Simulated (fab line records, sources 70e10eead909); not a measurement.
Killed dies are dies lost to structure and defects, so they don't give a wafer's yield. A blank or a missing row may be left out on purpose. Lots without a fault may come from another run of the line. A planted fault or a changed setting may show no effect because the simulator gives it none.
fab line records | flow nand_harc
record lots=15 wafers=39 last_day=33
route steps=1302 shown A_START@389 A_ZERO_WELL@401 A_ONON_D1@444 A_CHANNEL_HOLE_D1@463
lots that met no fault: from a run of the same line without faults
start_h: hours from the record's first day to the start of the lot's first wafer shown | wait_h: hours since the lot's step before | " the same as in the row above | L1.1+2: a row that stands for several wafers | - no value, or no start given | * or withheld: withheld | < > ~ a bound
route shown NAME@n: a module of which the file shows steps, and the number in the route of the first | usual: mean/standard deviation of fault-free wafers | same: alike in all rows | chamber/n: place in a boat | sites: the reading at each site | _std_site: their standard deviation | _edge_site: outer sites' mean less inner sites' | radius_mm: how far each site lies from the wafer's centre | mask NAME#n: copy n | behind: the tool/chamber that last shaped the wafer | hold: why the lot was held/for how many hours/how that ended | device: the transistor (n, p or np) that didn't switch | end of line: the same wafers' tests at the end of the route | a step without rows: its recipe alone | killed: dies lost to structure and defects at the first sort, not the wafer's yield | map: a wafer's dies, x killed, . not, _ none there
set.NAME: the setting as run; set.NAME@STEP: as run at that earlier step | model.NAME: the simulator's own value behind a step, which no gauge read
steps of the route over a sample of lots; a table a step, a row a wafer
services: from which hour (start_h, from the record's first day; less than 0 if before it) a tool's chamber was out of use, for how many hours, and why
## steps
# step NHARC_A_START_INSPECT_01
# usual raw_defect_count=3.5/2
# columns lot.wafer tool chamber start_h wait_h raw_defect_count
L462.2 defect_inspect-02 - 143.17 - 5
L462.3 " - " " 0
L462.6 " - " " 3
L463.2 defect_inspect-02 - 150.51 - 4
L463.3 " - " " 4
L463.5 " - " " 7
L464.2 defect_inspect-02 - 154.32 - 1
L464.4 " - " " 4
L464.6 " - " " 2
L466.2 defect_inspect-02 - 186.80 - 4
L466.5 " - " " 4
L466.6 " - " " 4
L467.3 defect_inspect-01 - 187.63 - 1
L467.5 " - " " 1
L467.6 " - " " 3
L468.1 defect_inspect-01 - 198.54 - 2
L468.2 " - " " 1
L468.4 " - " " 1
L470.4 defect_inspect-02 - 213.98 - 10
L471.4 defect_inspect-02 - 233.11 - 9
L472.4 defect_inspect-01 - 237.91 - 2
L479.1 defect_inspect-01 - 306.77 - 4
L479.3 " - " " 7
L479.6 " - " " 7
L480.1 defect_inspect-02 - 325.13 - 3
L480.4 " - " " 4
L480.6 " - " " 6
L481.1 defect_inspect-01 - 330.66 - 3
L481.2 " - " " 5
L481.6 " - " " 4
L482.1 defect_inspect-02 - 337.90 - 3
L482.2 " - " " 3
L482.6 " - " " 5
L483.2 defect_inspect-01 - 351.71 - 4
L483.4 " - " " 2
L483.5 " - " " 1
L485.1 defect_inspect-02 - 370.90 - 2
L485.3 " - " " 2
L485.6 " - " " 6
# step NHARC_A_ZERO_WELL_CD_MEAS_10
# recipe target_cd_nm=2000 landing_energy_ev=500
# usual cd_nm=2000.0/1.5
# same landing_energy_ev=500
# columns lot.wafer tool chamber start_h wait_h cd_nm
L462.2 cd_sem-01 0 143.90 - 1998.7
L462.3 " 0 " " 1999.5
L462.6 " 0 " " 1997.4
L463.2 cd_sem-03 0 151.35 - 2001.0
L463.3 " 0 " " 2000.3
L463.5 " 0 " " 1998.1
L464.2 cd_sem-02 0 155.16 - 1998.0
L464.4 " 0 " " 1995.9
L464.6 " 0 " " 1999.0
L466.2 cd_sem-02 0 187.64 - 2000.1
L466.5 " 0 " " 1999.0
L466.6 " 0 " " 2000.8
L467.3 cd_sem-02 0 188.48 - 1999.8
L467.5 " 0 " " 1997.3
L467.6 " 0 " " 2000.5
L468.1 cd_sem-02 0 199.27 - 2001.5
L468.2 " 0 " " 2002.2
L468.4 " 0 " " 2002.3
L470.4 cd_sem-02 0 214.84 - 1998.4
L471.4 cd_sem-01 0 233.95 - 2002.5
L472.4 cd_sem-02 0 238.75 - 2000.9
L479.1 cd_sem-01 0 307.49 - 1998.6
L479.3 " 0 " " 1999.0
L479.6 " 0 " " 2002.2
L480.1 cd_sem-02 0 325.97 - 2000.2
L480.4 " 0 " " 2000.4
L480.6 " 0 " " 2002.3
L481.1 cd_sem-03 0 331.50 - 1999.4
L481.2 " 0 " " 1998.4
L481.6 " 0 " " 1997.3
L482.1 cd_sem-02 0 338.62 - 2000.4
L482.2 " 0 " " 1999.7
L482.6 " 0 " " 1999.3
L483.2 cd_sem-02 0 352.55 - 2002.2
L483.4 " 0 " " 2000.8
L483.5 " 0 " " 2001.5
L485.1 cd_sem-03 0 371.74 - 1999.5
L485.3 " 0 " " 2002.8
L485.6 " 0 " " 2000.3
# step NHARC_A_ONON_D1_DEP_28
# recipe target_thk_a=10000 n2_flow_sccm=2750 n2o_flow_sccm=2000 nh3_flow_sccm=500 sih4_flow_sccm=210 temp_c=400
# usual sih4_flow_sccm=209.9/0.62
# columns lot.wafer tool chamber start_h wait_h sih4_flow_sccm
L462.2 pecvd_onon-01 0 179.47 0.1 210.4
L462.3 " 0 " " 211.4
L462.6 " 0 " " 210.5
L463.2 pecvd_onon-01 0 186.93 0.1 210.6
L463.3 " 0 " " 210.2
L463.5 " 0 " " 210.8
L464.2 pecvd_onon-03 0 186.96 0.1 208.8
L464.4 " 0 " " 210.4
L464.6 " 0 " " 209.1
L467.3 pecvd_onon-02 0 224.05 0.2 210.3
L467.5 " 0 " " 210.8
L467.6 " 0 " " 210.8
L466.2 pecvd_onon-03 0 224.20 0.1 210.6
L466.5 " 0 " " 209.8
L466.6 " 0 " " 210.1
L468.1 pecvd_onon-02 0 234.91 0.1 210.3
L468.2 " 0 " " 209.6
L468.4 " 0 " " 210.3
L470.4 pecvd_onon-02 0 258.83 0.2 209.9
L471.4 pecvd_onon-02 0 268.08 0.2 210.0
L472.4 pecvd_onon-02 0 272.65 0.4 209.6
L479.1 pecvd_onon-02 0 348.58 0.1 209.6
L479.3 " 0 " " 209.4
L479.6 " 0 " " 209.2
L481.1 pecvd_onon-02 0 364.25 0.1 209.6
L481.2 " 0 " " 210.3
L481.6 " 0 " " 209.4
L480.1 pecvd_onon-03 0 364.28 0.1 209.2
L480.4 " 0 " " 210.3
L480.6 " 0 " " 209.4
L482.1 pecvd_onon-01 0 372.56 0.1 210.3
L482.2 " 0 " " 209.9
L482.6 " 0 " " 210.7
L483.2 pecvd_onon-01 0 389.66 0.1 209.1
L483.4 " 0 " " 209.3
L483.5 " 0 " " 210.0
L485.1 pecvd_onon-01 0 406.65 0.1 209.5
L485.3 " 0 " " 210.8
L485.6 " 0 " " 209.7
# step NHARC_A_ONON_D1_THK_MEAS_30
# recipe thk_meas_gauge=ellipsometry
# usual thk_nm=999/8.7
# columns lot.wafer tool chamber start_h wait_h hold thk_nm
L462.2 film_metro-02 - 179.92 - - 1000
L462.3 " - " " - 998
L462.6 " - " " - 1000
L463.2 film_metro-02 - 187.38 - - 1007
L463.3 " - " " - 1006
L463.5 " - " " - 1008
L464.2 film_metro-01 - 187.41 - - 996
L464.4 " - " " - 995
L464.6 " - " " - 994
L467.3 film_metro-02 - 224.45 - - 1008
L467.5 " - " " - 1009
L467.6 " - " " - 1008
L466.2 film_metro-02 - 224.65 - - 1006
L466.5 " - " " - 1005
L466.6 " - " " - 1007
L468.1 film_metro-02 - 235.43 - - 994
L468.2 " - " " - 994
L468.4 " - " " - 993
L470.4 film_metro-01 - 259.17 - await_dispo/0.2h/release 1616
L470.4 film_metro-01 - 259.34 0.2 - 1613
L471.4 film_metro-01 - 268.42 - await_dispo/0.2h/release 1629
L471.4 film_metro-01 - 268.59 0.2 - 1630
L472.4 film_metro-02 - 272.99 - await_dispo/0.2h/release 1619
L472.4 film_metro-02 - 273.16 0.2 - 1620
L479.1 film_metro-02 - 349.09 - - 992
L479.3 " - " " - 993
L479.6 " - " " - 993
L481.1 film_metro-02 - 364.76 - - 1002
L481.2 " - " " - 1002
L481.6 " - " " - 1002
L480.1 film_metro-01 - 364.79 - - 1003
L480.4 " - " " - 1003
L480.6 " - " " - 1002
L482.1 film_metro-01 - 373.08 - - 980
L482.2 " - " " - 980
L482.6 " - " " - 980
L483.2 film_metro-02 - 390.13 - - 992
L483.4 " - " " - 991
L483.5 " - " " - 992
L485.1 film_metro-02 - 407.16 - - 982
L485.3 " - " " - 982
L485.6 " - " " - 981
# step NHARC_A_CHANNEL_HOLE_D1_OVL_MEAS_11
# usual overlay_x_nm=-0.2/0.92 overlay_y_nm=0.3/0.96
# columns lot.wafer tool chamber start_h wait_h overlay_x_nm overlay_y_nm
L462.2 overlay-01 - 183.62 - 0.0 1.2
L462.3 " - " " 0.0 1.5
L462.6 " - " " -0.7 1.1
L463.2 overlay-01 - 195.32 - -1.7 0.4
L463.3 " - " " -1.1 0.7
L463.5 " - " " -1.9 0.4
L464.2 overlay-01 - 197.18 - 0.2 0.3
L464.4 " - " " 0.3 0.5
L464.6 " - " " -0.1 0.1
L467.3 overlay-02 - 228.21 - -1.5 2.1
L467.5 " - " " -0.9 2.0
L467.6 " - " " -1.0 1.4
L466.2 overlay-02 - 229.44 - -0.9 -0.1
L466.5 " - " " -1.1 -0.6
L466.6 " - " " -0.4 -0.2
L468.1 overlay-01 - 239.10 - -0.5 -1.0
L468.2 " - " " -0.2 -0.8
L468.4 " - " " -1.1 -0.3
L479.1 overlay-01 - 352.39 - 1.2 0.6
L479.3 " - " " 0.7 0.8
L479.6 " - " " 0.5 0.7
L481.1 overlay-01 - 370.04 - -0.3 -0.7
L481.2 " - " " -0.3 0.0
L481.6 " - " " -0.8 -0.2
L480.1 overlay-01 - 370.28 - -0.6 0.1
L480.4 " - " " -1.3 0.7
L480.6 " - " " -0.8 0.6
L482.1 overlay-01 - 381.01 - 1.0 -0.3
L482.2 " - " " 1.4 -0.1
L482.6 " - " " 0.9 0.1
L483.2 overlay-02 - 393.61 - -0.5 -0.7
L483.4 " - " " -1.4 -1.3
L483.5 " - " " -0.3 -1.2
L485.1 overlay-02 - 410.72 - -0.4 1.6
L485.3 " - " " -0.2 1.2
L485.6 " - " " -0.1 0.7
## services
# columns tool chamber start_h hours kind
pecvd_onon-02 - 185.00 13.0 pm
pecvd_onon-03 - 227.00 13.0 pm
pecvd_onon-01 - 269.24 13.0 pm
pecvd_onon-02 - 366.00 13.0 pm
## key
first_sign step=NHARC_A_ONON_D1_THK_MEAS_30 reading=visit direction=added
effect step=NHARC_A_ONON_D1_THK_MEAS_30 reading=thk_nm direction=up sigmas=72 usual=999 struck=1621
met_at NHARC_A_ONON_D1_DEP_28
struck_lots L470,L471,L472
struck_wafers L470.4,L471.4,L472.4
later_rows_left_out L470.4,L471.4,L472.4
sort_left_out L470.4,L471.4,L472.4
tester_left_out L470,L471,L472
not_acting_at NHARC_A_START_INSPECT_01,NHARC_A_ZERO_WELL_CD_MEAS_10,NHARC_A_CHANNEL_HOLE_D1_OVL_MEAS_11
onset_between 234.91 258.83
fault kind=process_parameter_drift tool=pecvd_onon-02 chamber=- onset_h=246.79 steps=NHARC_A_ONON_D1_DEP_28 channel=target_thk_a offset=* shape=step end_h=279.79 scope=struck_wafers_only acts_in=* stated=*
# tester_left_out: of these lots the tester's yield and bins aren't shown, on N5 and GAA mostly nor the transistor test; their killed dies are dies lost to structure and defects alone, not to doping, threshold or leakage, so they don't give the yield
# sort_left_out: the simulated sort isn't trusted on such a fault, so these wafers' sort isn't shown, and their yield isn't known
# later_rows_left_out: the simulator's readings of these wafers behind a module that went badly wrong aren't trusted and aren't shown, but for the sort
